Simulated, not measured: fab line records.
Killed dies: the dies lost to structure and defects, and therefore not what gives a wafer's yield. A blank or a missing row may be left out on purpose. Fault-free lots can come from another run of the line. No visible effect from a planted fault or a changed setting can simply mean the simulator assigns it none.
fab line records    flow n5-finfet
record: lots: 11  wafers: 31  last-day: 18
route steps=1938 shown MOL_CONTACT_COAG@630 BEOL_M0_SAQP@640 BEOL_M4@1111
lots that met no fault: taken from a fault-free run of the same line
start-h: hours from the record's opening day to when the first of the lot's shown wafers began    wait-h: how many hours have passed since the lot's step before this one    " repeats the value in the row above    L1.1+2: several wafers, shown together as one row    - either no value or no given start    * or withheld: withheld    < > ~ a bound
route shown NAME@n: a module of which the file shows steps, and the number in the route of the first    usual: average and standard deviation across the fault-free wafers    same: alike in all rows    chamber/n: place in a boat    sites: readings site by site    _std_site: the values' standard deviation    _edge_site: mean of outer sites minus mean of inner sites    radius-mm: how far each site lies from the wafer's centre    mask NAME#n: copy n    behind: the tool/chamber that last shaped the wafer    hold: why the lot went on hold/how many hours it stayed there/how the hold came to an end    device: whichever transistor did not switch (one of n, p or np)    end of line: the route-end tests of the same wafers    a step without rows: its recipe alone    killed: dies lost to structure and defects at the first sort, not the wafer's yield    map: dies across one wafer; x = killed, . = not, _ = none there
set.NAME: the setting as run; set.NAME@STEP: as run at that earlier step    model.NAME: the simulator's own value behind a step, which no gauge read
a sample of lots followed through the steps of the route, with each step as a table and each wafer as a row
services: from which hour (start-h, from the record's first day; less than 0 if before it) a tool's chamber was out of use, for how many hours, and why
== steps ==
step: N5_MOL_CONTACT_COAG_INSPECT_97
recipe: inspect-instrument: darkfield  mode: post-anneal
usual: raw-defect-count: 45/19
lot.wafer  tool               chamber  start-h  wait-h  raw-defect-count
L770.3     defect-inspect-01  -        127.11   0.1     52
L770.4     "                  -        "        "       16
L770.5     "                  -        "        "       30
L772.1     defect-inspect-01  -        127.37   0.3     54
L772.2     "                  -        "        "       40
L772.4     "                  -        "        "       46
L775.2     defect-inspect-02  -        137.86   0.0     46
L775.3     "                  -        "        "       35
L775.4     "                  -        "        "       33
L776.2     defect-inspect-01  -        144.15   0.1     59
L776.4     "                  -        "        "       61
L776.5     "                  -        "        "       41
L779.4     defect-inspect-01  -        160.55   0.1     34
L779.5     "                  -        "        "       34
L779.6     "                  -        "        "       27
L787.1     defect-inspect-02  -        206.66   0.0     63
L787.3     "                  -        "        "       11
L787.6     "                  -        "        "       34
L789.4     defect-inspect-02  -        219.99   0.1     27
L789.6     "                  -        "        "       42
L790.2     defect-inspect-01  -        232.62   0.1     114
L790.3     "                  -        "        "       133
L790.6     "                  -        "        "       74
L791.2     defect-inspect-02  -        236.58   0.0     55
L791.4     "                  -        "        "       52
L791.5     "                  -        "        "       47
L793.2     defect-inspect-01  -        248.14   0.0     49
L793.3     "                  -        "        "       35
L793.5     "                  -        "        "       84
L792.4     defect-inspect-02  -        251.19   0.1     33
L792.6     "                  -        "        "       36
step: N5_BEOL_M0_SAQP_HM_DEP_111
recipe: material: SiO2  target-thk-a: 120  temp-c: 400  precursor: SiH4/N2O  pressure-torr: 0.75  rf-w: 275  time-s: 7.2
usual: heater-power-w: 782/76  showerhead-plenum-p-Torr: 8.18/0.15
same: time-s: 7.2
lot.wafer  tool      chamber  start-h  wait-h  heater-power-w  showerhead-plenum-p-Torr
L770.3     pecvd-03  1        130.13   0.1     723             8.38
L770.4     "         2        "        "       884             8.15
L770.5     "         0        "        "       764             8.24
L772.1     pecvd-03  0        130.20   0.0     657             8.25
L772.2     "         1        "        "       732             8.38
L772.4     "         1        "        "       710             8.35
L775.2     pecvd-04  2        138.65   0.0     788             8.20
L775.3     "         1        "        "       746             8.36
L775.4     "         2        "        "       786             8.20
L776.2     pecvd-01  2        144.91   0.0     863             7.99
L776.4     "         0        "        "       864             8.07
L776.5     "         1        "        "       681             7.89
L779.4     pecvd-03  1        163.92   0.1     828             8.37
L779.5     "         0        "        "       722             8.25
L779.6     "         2        "        "       877             8.15
L787.1     pecvd-01  1        209.76   0.0     732             7.87
L787.3     "         0        "        "       820             8.10
L787.6     "         0        "        "       815             8.10
L789.4     pecvd-03  2        223.13   0.1     784             8.12
L789.6     "         1        "        "       701             8.35
L790.2     pecvd-01  1        233.49   0.0     640             7.87
L790.3     "         0        "        "       819             8.07
L790.6     "         2        "        "       911             7.95
L791.2     pecvd-03  1        238.05   0.0     759             8.37
L791.4     "         1        "        "       772             8.36
L791.5     "         2        "        "       872             8.11
L793.2     pecvd-04  1        250.44   0.0     817             8.38
L793.3     "         0        "        "       791             8.15
L793.5     "         2        "        "       782             8.20
L792.4     pecvd-04  1        255.12   0.1     864             8.38
L792.6     "         0        "        "       908             8.16
step: N5_BEOL_M0_SAQP_COAT_08
recipe: resist: CAR-ArF  spin-rpm: 1500  resist-thk-nm: 90
usual: spin-speed-rpm: 1500.0/0.96
lot.wafer  tool            chamber  start-h  wait-h  spin-speed-rpm
L770.3     litho-track-05  0        130.22   -       1500.0
L770.4     "               0        "        "       1499.1
L770.5     "               0        "        "       1499.9
L772.1     litho-track-02  0        130.29   -       1499.1
L772.2     "               0        "        "       1498.7
L772.4     "               0        "        "       1500.5
L775.2     litho-track-01  0        138.75   -       1500.9
L775.3     "               0        "        "       1501.3
L775.4     "               0        "        "       1499.6
L776.2     litho-track-05  0        144.99   -       1563.2
L776.4     "               0        "        "       1563.1
L776.5     "               0        "        "       1561.0
L779.4     litho-track-05  0        163.98   -       1562.8
L779.5     "               0        "        "       1562.8
L779.6     "               0        "        "       1564.3
L787.1     litho-track-01  0        209.87   -       1499.0
L787.3     "               0        "        "       1500.0
L787.6     "               0        "        "       1500.3
L789.4     litho-track-01  0        223.19   -       1499.4
L789.6     "               0        "        "       1500.1
L790.2     litho-track-01  0        233.57   -       1500.6
L790.3     "               0        "        "       1501.0
L790.6     "               0        "        "       1501.1
L791.2     litho-track-02  0        238.13   -       1498.9
L791.4     "               0        "        "       1499.8
L791.5     "               0        "        "       1500.2
L793.2     litho-track-05  0        250.52   -       1500.0
L793.3     "               0        "        "       1500.4
L793.5     "               0        "        "       1498.8
L792.4     litho-track-05  0        255.18   -       1500.0
L792.6     "               0        "        "       1498.6
step: N5_BEOL_M0_SAQP_INSPECT_16
recipe: mode: adi  inspect-instrument: brightfield
usual: raw-defect-count: 527/140
lot.wafer  tool               chamber  start-h  wait-h  raw-defect-count
L770.3     defect-inspect-01  -        130.56   0.0     447
L770.4     "                  -        "        "       366
L770.5     "                  -        "        "       552
L772.1     defect-inspect-01  -        130.76   0.0     666
L772.2     "                  -        "        "       549
L772.4     "                  -        "        "       426
L775.2     defect-inspect-01  -        139.05   0.0     458
L775.3     "                  -        "        "       687
L775.4     "                  -        "        "       352
L776.2     defect-inspect-01  -        145.44   0.0     303
L776.4     "                  -        "        "       444
L776.5     "                  -        "        "       434
L779.4     defect-inspect-01  -        164.40   0.0     668
L779.5     "                  -        "        "       1009
L779.6     "                  -        "        "       675
L787.1     defect-inspect-02  -        210.32   0.0     526
L787.3     "                  -        "        "       341
L787.6     "                  -        "        "       544
L789.4     defect-inspect-01  -        223.61   0.0     562
L789.6     "                  -        "        "       477
L790.2     defect-inspect-01  -        233.99   0.0     587
L790.3     "                  -        "        "       682
L790.6     "                  -        "        "       691
L791.2     defect-inspect-02  -        238.55   0.0     340
L791.4     "                  -        "        "       373
L791.5     "                  -        "        "       423
L793.2     defect-inspect-02  -        250.94   0.0     619
L793.3     "                  -        "        "       675
L793.5     "                  -        "        "       475
L792.4     defect-inspect-02  -        255.74   0.0     617
L792.6     "                  -        "        "       651
step: N5_BEOL_M4_RC_MEAS_101
usual: DIBL_N: 36.0/1.7  DIBL_P: 36.2/2.3  IOFF_N: 0.16/0.03  IOFF_P: 0.21/0.036  ION_N: 679/11  ION_P: 465/7.1  SS_N: 71.4/0.58  SS_P: 73.3/0.75  VT_N: 249/3.1  VT_P: -251/3.5
lot.wafer  tool       chamber  start-h  wait-h  DIBL_N[mV/V]  DIBL_P[mV/V]  IOFF_N[nA/um]  IOFF_P[nA/um]  ION_N[uA/um]  ION_P[uA/um]  SS_N[mV/dec]  SS_P[mV/dec]  VT_N[mV]  VT_P[mV]
L770.3     prober-02  0        191.02   0.3     35.5          34.9          0.14           0.22           681           465           71.0          73.4          248       -249
L770.4     "          0        "        "       38.1          37.4          0.18           0.26           683           468           71.8          73.6          248       -246
L770.5     "          0        "        "       38.1          38.4          0.19           0.28           691           471           71.3          73.9          245       -247
L772.1     prober-01  0        195.63   0.0     35.6          34.1          0.13           0.19           674           466           70.8          73.0          251       -250
L772.2     "          0        "        "       35.3          33.5          0.13           0.18           663           456           70.8          74.0          251       -252
L772.4     "          0        "        "       34.7          32.8          0.12           0.17           664           458           70.5          72.7          250       -253
L775.2     prober-02  0        206.34   0.2     36.7          36.3          0.16           0.21           684           467           70.8          73.6          249       -251
L775.3     "          0        "        "       35.8          34.3          0.14           0.17           684           462           71.0          73.2          252       -254
L775.4     "          0        "        "       35.3          34.4          0.14           0.18           674           462           70.6          72.6          251       -250
L776.2     prober-02  0        207.27   0.5     36.0          36.1          0.16           0.22           680           466           71.1          73.6          250       -249
L776.4     "          0        "        "       36.5          37.2          0.17           0.23           685           469           71.6          73.7          247       -246
L776.5     "          0        "        "       37.4          38.2          0.18           0.25           682           469           72.0          74.6          248       -248
L779.4     prober-01  0        230.55   0.5     35.2          36.6          0.13           0.20           650           455           71.3          74.1          254       -251
L779.5     "          0        "        "       36.2          37.4          0.15           0.22           667           455           71.1          72.5          251       -250
L779.6     "          0        "        "       35.6          35.9          0.14           0.18           665           458           71.6          73.0          254       -254
L787.1     prober-01  0        267.34   0.0     36.2          35.9          0.15           0.17           675           463           70.9          73.1          249       -255
L787.3     "          0        "        "       34.1          33.0          0.11           0.14           664           456           71.0          72.5          254       -258
L787.6     "          0        "        "       34.0          33.6          0.11           0.15           664           462           70.4          71.6          254       -254
L789.4     prober-02  0        284.02   0.5     36.7          39.3          0.20           0.22           691           467           71.7          73.9          244       -252
L789.6     "          0        "        "       34.3          35.5          0.14           0.16           679           456           71.2          72.3          250       -255
L790.2     prober-02  0        306.69   0.2     36.4          37.7          0.16           0.22           681           469           71.8          73.6          249       -251
L790.3     "          0        "        "       37.2          38.2          0.18           0.23           680           464           71.8          74.4          249       -252
L790.6     "          0        "        "       38.1          39.5          0.20           0.25           699           476           71.8          74.7          245       -249
L791.2     prober-01  0        313.77   0.2     37.9          36.6          0.17           0.21           691           463           71.6          73.4          248       -250
L791.4     "          0        "        "       38.5          37.6          0.20           0.24           696           469           71.7          74.8          245       -247
L791.5     "          0        "        "       37.8          37.1          0.19           0.22           703           470           71.1          73.7          245       -249
L793.2     prober-01  0        316.38   0.2     37.0          37.6          0.16           0.22           687           469           71.7          73.4          250       -251
L793.3     "          0        "        "       36.6          37.2          0.17           0.22           683           462           71.3          73.8          247       -252
L793.5     "          0        "        "       38.6          39.7          0.20           0.27           688           470           72.0          74.9          245       -249
L792.4     prober-02  0        321.31   0.5     40.8          43.6          0.28           0.32           701           481           72.3          74.5          241       -247
L792.6     "          0        "        "       36.5          37.9          0.16           0.22           672           462           72.2          72.9          253       -250
== services ==
tool            chamber  start-h  hours  kind
pecvd-03        1        110.42   2.1    scheduled-down
pecvd-03        -        122.25   2.5    repair
pecvd-01        -        132.82   0.8    repair
pecvd-03        -        133.85   2.2    repair
litho-track-02  -        134.68   -      consumable-replace:filter
pecvd-04        0        137.74   5.5    scheduled-down
pecvd-04        -        144.83   28.1   pm
pecvd-01        -        167.36   1.7    repair
pecvd-01        2        170.77   -      calibration
pecvd-03        1        184.01   5.0    scheduled-down
litho-track-05  -        190.79   -      consumable-replace:filter
pecvd-01        -        200.16   2.8    pm
litho-track-01  -        248.51   -      consumable-replace:filter
== key ==
first-sign: step: N5_BEOL_M0_SAQP_COAT_08  reading: spin-speed-rpm  direction: up  sigmas: 65  usual: *  struck: *
effect none on later readings
met-at N5_BEOL_M0_SAQP_COAT_08
struck-lots L776,L779
not-acting-at N5_MOL_CONTACT_COAG_INSPECT_97,N5_BEOL_M0_SAQP_HM_DEP_111,N5_BEOL_M0_SAQP_INSPECT_16
onset-between 130.22 144.99
fault: kind: process-parameter-drift  tool: litho-track-05  chamber: -  onset-h: 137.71  steps: N5_BEOL_M0_SAQP_COAT_08  channel: spin-rpm  offset: *  shape: step  end-h: 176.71  acts-in: *  stated: *
